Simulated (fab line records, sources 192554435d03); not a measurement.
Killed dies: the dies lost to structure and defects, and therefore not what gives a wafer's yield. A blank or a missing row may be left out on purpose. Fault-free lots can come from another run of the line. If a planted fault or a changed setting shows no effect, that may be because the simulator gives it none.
Lot-split experiment | flow n5_finfet | 7 lots, 39 wafers read, on a route of 1938 steps

## SPLIT DETAILS
At N5_PMOS_HMC_CHANNEL_EPI_FIN_RECESS_16 (chemistry HBr/Cl2, target Si, target depth 54 nm, time 18 s), the setting time_s was moved away from the recipe's 18 s on 15 of the 39 wafers read, by -5.4% to +6.3%. This setting was run at the recipe's value on the other wafers.

## FROM THE SPLIT TO THE READING: what the file shows between them, 4 steps
- N5_PMOS_HMC_CHANNEL_EPI_EPI_20: deposits SiGe30, target thk 59 nm (also split here: temp_c)
- N5_PMOS_HMC_CHANNEL_EPI_HM_STRIP_35: strips SiO2 in dHF, material SiO2, target depth 39.6 nm, time 216 s
- N5_PMOS_HMC_CHANNEL_EPI_SRD_39: time 30 s
- N5_PMOS_HMC_CHANNEL_EPI_CMP_21: polishes SiGe30, target thk 54 nm

## THE READING
At N5_PMOS_HMC_CHANNEL_EPI_THK_MEAS_22: HMC_CMP_THK, given in nm. A value of 54.2 nm with a standard deviation of 0.62 nm is what fault-free wafers of this fab line usually give.

wafer  | tool, chamber at the split | time_s as run, s | against the recipe | HMC_CMP_THK, nm | against lot-mates on the recipe
L075.1 | rie_si-01, 3               | 18.88            | +4.9%              | 55.8            | +1.7
L075.2 | rie_si-01, 0               | 18               | recipe             | 53.7            | -
L075.3 | rie_si-01, 2               | 18               | recipe             | 54.0            | -
L075.4 | rie_si-01, 1               | 18.88            | +4.9%              | 56.8            | +2.7
L075.5 | rie_si-01, 2               | 18               | recipe             | 54.5            | -
L075.6 | rie_si-01, 1               | 18.88            | +4.9%              | 56.5            | +2.4
L076.1 | rie_si-01, 2               | 19.12            | +6.2%              | 54.3            | +0.6
L076.2 | rie_si-01, 3               | 19.12            | +6.2%              | 56.4            | +2.7
L076.3 | rie_si-01, 1               | 18               | recipe             | 53.6            | -
L076.4 | rie_si-01, 0               | 18               | recipe             | 53.7            | -
L076.5 | rie_si-01, 0               | 19.12            | +6.2%              | 57.1            | +3.4
L076.6 | rie_si-01, 1               | 18               | recipe             | 53.7            | -
L079.1 | rie_si-01, 2               | 18               | recipe             | 54.3            | -
L079.2 | rie_si-01, 3               | 18               | recipe             | 53.0            | -
L079.3 | rie_si-01, 1               | 18.45            | +2.5%              | 55.7            | +2.0
L079.4 | rie_si-01, 3               | 18.45            | +2.5%              | 54.3            | +0.6
L079.5 | rie_si-01, 2               | 18.45            | +2.5%              | 56.4            | +2.7
L079.6 | rie_si-01, 1               | 18               | recipe             | 53.8            | -
L081.1 | rie_si-04, 1               | 18               | recipe             | 53.6            | -
L081.2 | rie_si-04, 3               | 18               | recipe             | 54.2            | -
L081.3 | rie_si-04, 2               | 18               | recipe             | 54.3            | -
L081.4 | rie_si-04, 3               | 17.03            | -5.4%              | 51.3            | -2.7
L081.5 | rie_si-04, 1               | 17.03            | -5.4%              | 50.5            | -3.5
L081.6 | rie_si-04, 2               | 17.03            | -5.4%              | 51.9            | -2.1
L086.1 | rie_si-04, 0               | 18               | recipe             | 53.3            | -
L086.3 | rie_si-04, 1               | 18               | recipe             | 53.8            | -
L086.4 | rie_si-04, 2               | 18               | recipe             | 54.0            | -
L090.1 | rie_si-03, 0               | 18               | recipe             | 54.0            | -
L090.2 | rie_si-03, 3               | 19.14            | +6.3%              | 58.2            | +4.0
L090.3 | rie_si-03, 1               | 18               | recipe             | 53.7            | -
L090.4 | rie_si-03, 2               | 19.14            | +6.3%              | 57.4            | +3.2
L090.5 | rie_si-03, 2               | 19.14            | +6.3%              | 57.4            | +3.2
L090.6 | rie_si-03, 3               | 18               | recipe             | 55.0            | -
L092.1 | rie_si-03, 1               | 18               | recipe             | 54.1            | -
L092.2 | rie_si-03, 2               | 18               | recipe             | 53.8            | -
L092.3 | rie_si-03, 0               | 18               | recipe             | 53.1            | -
L092.4 | rie_si-03, 3               | 18               | recipe             | 55.4            | -
L092.5 | rie_si-03, 0               | 18               | recipe             | 54.4            | -
L092.6 | rie_si-03, 3               | 18               | recipe             | 54.7            | -

THE FIT
A straight line over all 39 wafers: HMC_CMP_THK changes by +0.477 nm for each +1% of time_s; r = +0.90; the points scatter about the line by 0.74 nm.
The same after taking each lot's own level away (the mean of its wafers on the recipe; 39 wafers): +0.483 nm for each +1%; r = +0.91; scatter 0.68 nm.
On that fit, the largest move of time_s shifts the reading by 3.1 nm.
From 53.67 to 54.25 nm: that is the span of the lots' own levels, equal to 0.9 times the standard deviation above.
So the lot-to-lot level changes the slope little: the two slopes agree.
Check: with one of the wafers moved furthest among these (+6.3%) left out of the fit, the line predicts +2.95 nm for it against its lot-mates. It came out at +3.97 nm against them.

## FURTHER SPLITS ON THESE WAFERS
Before the reading, these wafers also passed through other splits. Each is held against what the fit with the lots' levels taken away leaves over:
other split on the same wafers        | wafers away from the commonest value | r with HMC_CMP_THK (lot level and that fit taken away)
N5_PMOS_HMC_CHANNEL_EPI_EPI_20 temp_c | 15                                   | +0.35

## THE WHOLE CHAIN: every reading that the file lists as answering this split, in the file's order
step                                  | what it does                                                | reading                                                                                | change (the file's fit)              | r (the file's)
N5_PMOS_HMC_CHANNEL_EPI_FIN_RECESS_16 | chemistry HBr/Cl2, target Si, target depth 54 nm, time 18 s | PMOS_HMC_CHANNEL_EPI.feature_depth_nm (the simulator's own value, which no gauge read) | +0.53 nm for each +1% of the setting | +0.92
N5_PMOS_HMC_CHANNEL_EPI_FIN_RECESS_16 | chemistry HBr/Cl2, target Si, target depth 54 nm, time 18 s | etch.depth_nm (the simulator's own value, which no gauge read)                         | +0.53 nm for each +1% of the setting | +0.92
N5_PMOS_HMC_CHANNEL_EPI_THK_MEAS_22   |                                                             | HMC_CMP_THK                                                                            | +0.48 for each +1% of the setting    | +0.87

## FILE'S OWN FIT
HMC_CMP_THK changes by +0.48 nm for each +1% of time_s, r = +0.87.
